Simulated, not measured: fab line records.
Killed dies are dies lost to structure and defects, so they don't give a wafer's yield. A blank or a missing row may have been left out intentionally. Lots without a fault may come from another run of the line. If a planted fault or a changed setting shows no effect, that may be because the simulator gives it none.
Matching of chambers -- flow nand harc -- NHARC_A_M1_PRE_CLEAN_32 on pecvd-04 has 3 sister chambers
The step time 12 s. 6 wafers are shown with their chamber, then 10 later ones without.

EACH WAFER AND ITS CHAMBER
wafer,chamber,heater power w (W)
L088.3,0,655
L088.6,1,560
L086.3,0,605
L086.5,1,491
L089.3,2,537
L089.5,2,539

WAFERS WITH NO CHAMBER GIVEN
wafer,heater power w (W)
L089.6,569
L085.1,590
L085.2,665
L085.3,621
L093.1,643
L093.3,682
L093.5,529
L092.3,674
L092.5,628
L092.6,664

THE CHAMBER EACH PASSED THROUGH
wafer,from the rows above,in truth
L089.6,can't be placed: 2 or 1 or 0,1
L085.1,can't be placed: 0 or 2 or 1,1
L085.2,0,0
L085.3,0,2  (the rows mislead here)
L093.1,0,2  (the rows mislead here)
L093.3,0,0
L093.5,can't be placed: 1 or 2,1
L092.3,0,0
L092.5,0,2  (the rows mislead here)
L092.6,0,0
4 of 10 placed correctly. Unplaceable from these rows: 3, with the true chamber sitting among the candidates in 3. Number placed wrongly: 3.
How it was worked out, from the rows above alone: a wafer's distance from a chamber is the root of the sum, over the readings, of the square of ((its reading less the chamber's mean) divided by the reading's scatter). If the next closest chamber is less than 2 further off than the closest, the wafer can't be placed; otherwise it belongs to the closest. A chamber's mean is the mean of its shown wafers. How the scatter is found: for the shown wafers, subtract from each reading the mean of its chamber, square and add these, divide the total by (wafers less chambers), then take the root.
